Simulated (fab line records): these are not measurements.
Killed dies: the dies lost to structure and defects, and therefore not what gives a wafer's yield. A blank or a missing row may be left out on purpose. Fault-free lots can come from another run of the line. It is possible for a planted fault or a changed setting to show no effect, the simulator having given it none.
Comparing a struck lot with a sound one | flow n5Finfet | 39 out of 1938 route steps
Sound: the wafers L841.1, L841.5, L841.6. Wafers L847.1, L847.3, L847.4 were the ones struck. At the end, the cause is stated.
Order at every step that has rows: each side's tool, ch and its chambers, its first start. Under that, the readings that differ: sound wafers | struck wafers | difference of the means | sigmas: that difference in standard deviations of wafers without a fault.
alike: readings whose means differ by less than 2 such deviations, and words and numbers that are the same on both sides. not compared: withheld readings, readings that some wafer has no value for, bounds like >300 that may hide the same value, and numbers for which the record gives no deviation and whose values overlap.
Wherever a step has rows on one side only, a row that says differs or no value, or a row with sigmas, the two part there. Numbers that have no deviation but don't overlap get no sigmas and don't part them. A reading that every wafer of one side lacks parts them only if that side has two wafers or more.

first, 11 steps without rows for these wafers: N5_MOL_CONTACT_COAG_DESCUM_13 (chemistry O2, time 7 s); N5_MOL_CONTACT_COAG_ETCH_59 (etches underlayer in N2/H2, target depth 13 nm, time 10.4 s); N5_MOL_CONTACT_COAG_ETCH_105 (etches SiARC in CF4, target depth 15.6 nm, time 26 s); N5_MOL_CONTACT_COAG_ETCH_106 (etches SOC in N2/H2, target depth 80 nm, overetch 16 nm, time 120 s); N5_MOL_CONTACT_COAG_STRIP_107 (strips in N2/H2); N5_MOL_CONTACT_COAG_STRIP_108 (strips in N2/H2); N5_MOL_CONTACT_COAG_CONTACT_ETCH_14 (etches SiO2 in C4F6/O2, target depth 27.5 nm, overetch 8.5 nm, time 20 s); N5_MOL_CONTACT_COAG_STRIP_109 (strips in C4F6/O2); N5_MOL_CONTACT_COAG_ETCH_15 (etches SiNx in CH3F/O2, stops on Si:P, target depth 7 nm); N5_MOL_CONTACT_COAG_ETCH_110 (etches Si in CF4/O2, target depth 2.5 nm, time 8 s); N5_MOL_CONTACT_COAG_STRIP_98 (strips in N2/H2).
N5_MOL_CONTACT_COAG_IMPLANT_129:
  sound on implanter-01 ch 0, day 4 16:22; struck on implanter-01 ch 0, day 6 09:49
reading          | sound                     | struck                     | difference | sigmas
beamOnS (s)      | 41 40 40                  | 10 10 10                   | -30        | -6
doseIonsCm2      | 6.001e+14 5.996e+14 6e+14 | 5.98e+13 6.05e+13 5.98e+13 | -5.40e+14  | -99 or more
faradayCurrentUA | 1869 1873 1900            | 769 759 765                | -1116      | -4
  alike: endStationPressureTorr
then, 26 steps without rows for these wafers: N5_MOL_CONTACT_COAG_PRECLEAN_111 (cleans in NF3:NH3, afs cycles 1, time 20 s, sublimation time 60 s); N5_MOL_CONTACT_COAG_TI_SIL_19 (material Ti, target thk 4.2 nm, time 15 s); N5_MOL_CONTACT_COAG_ALD_20 (deposits TiN, target thk 1.5 nm, pulse time 1 s, purge time 3 s); N5_MOL_CONTACT_COAG_SIL_ANNEAL_21 (time 60 s); N5_MOL_CONTACT_COAG_PRE_CLEAN_141 (time 60 s); N5_MOL_CONTACT_COAG_SPUTTER_143 (material Co, target thk 2.5 nm); N5_MOL_CONTACT_COAG_CO_FILL_22 (material Co, precursor CCTBA/H2, target thk 20 nm); N5_MOL_CONTACT_COAG_ANNEAL_113 (time 300 s); N5_MOL_CONTACT_COAG_PRE_CLEAN_142 (time 60 s); N5_MOL_CONTACT_COAG_SPUTTER_130 (material Co, target thk 47.5 nm); N5_MOL_CONTACT_COAG_PRECLEAN_125 (cleans in DIW, time 57.5 s); N5_MOL_CONTACT_COAG_SRD_126 (dry time 32 s); N5_MOL_CONTACT_COAG_CMP_23 (polishes, stops on SiO2, t overpolish 1.5 s, target thk 0 nm); N5_MOL_CONTACT_COAG_WET_ETCH_26 (target Co, target depth 13 nm); N5_MOL_CONTACT_COAG_WET_ETCH_116 (etches the open film in SC1-inhibited, target depth 4.6 nm, rinse time 30 s); N5_MOL_CONTACT_COAG_ALD_27 (deposits SiOC, target thk 17 nm, pulse time 1.5 s, time 2720 s); N5_MOL_CONTACT_COAG_CMP_28 (polishes, stops on SiNx, t overpolish 0.85 s, target thk 14.522 nm); N5_MOL_CONTACT_COAG_ALD_123 (deposits SiNx, target thk 5 nm, pulse time 1 s, purge time 2 s); N5_MOL_CONTACT_COAG_PECVD_31 (deposits SiO2 from TEOS/O2, target thk 46 nm, time 8.9 s); N5_MOL_CONTACT_COAG_COAT_75 (time 60 s, resist thk 60 nm); N5_MOL_CONTACT_COAG_COAT_76 (time 60 s, resist thk 10 nm); N5_MOL_CONTACT_COAG_COAT_77 (time 60 s, resist thk 10 nm); N5_MOL_CONTACT_COAG_COAT_78 (resist thk 40 nm); N5_MOL_CONTACT_COAG_EBR_80; N5_MOL_CONTACT_COAG_SOFTBAKE_79 (time 60 s); N5_MOL_CONTACT_COAG_EXPOSE_81 (exposes mask VG, defocus 0 nm).
-- here the record skips 3 days between the struck wafers' starts before and after, leaving off in module MOL_CONTACT_COAG and picking up in module BEOL_M4 (first step shown: number 1111 of the route) --
N5_BEOL_M4_RC_MEAS_101:
  sound on prober-02 ch 0, day 7 23:03; struck on prober-01 ch 0, day 9 20:49
reading             | sound             | struck            | difference | sigmas
ION_N (uA/um)       | 679 680 677       | 672 654 648       | -21        | -2
RC_DENSE_N (ohm.um) | 18.8 18.7 19.0    | 35.9 35.3 35.8    | +16.8      | +48
RC_DENSE_P (ohm.um) | 23.2 23.3 23.8    | 44.7 44.6 44.8    | +21.3      | +47
RC_N (ohm.um)       | 15.09 15.36 15.71 | 29.22 28.86 29.36 | +13.76     | +49
RC_P (ohm.um)       | 18.8 18.9 19.4    | 36.5 36.2 36.6    | +17.4      | +50
REXT_N (ohm.um)     | 72.9 73.4 73.2    | 90.8 89.7 89.9    | +17.0      | +9
REXT_P (ohm.um)     | 99.4 100.8 100.1  | 114.5 115.9 115.8 | +15.3      | +7
  alike: DIBL_N, DIBL_P, IOFF_N, IOFF_P, ION_P, SS_N, SS_P, VT_N, VT_P

## WHERE THEY PART
Last at N5_BEOL_M4_RC_MEAS_101 as far as this record goes, first at N5_MOL_CONTACT_COAG_IMPLANT_129.

WHY: what had been put in by the simulator
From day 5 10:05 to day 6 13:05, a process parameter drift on implanter-01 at N5_MOL_CONTACT_COAG_IMPLANT_129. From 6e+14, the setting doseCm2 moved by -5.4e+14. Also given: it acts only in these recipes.
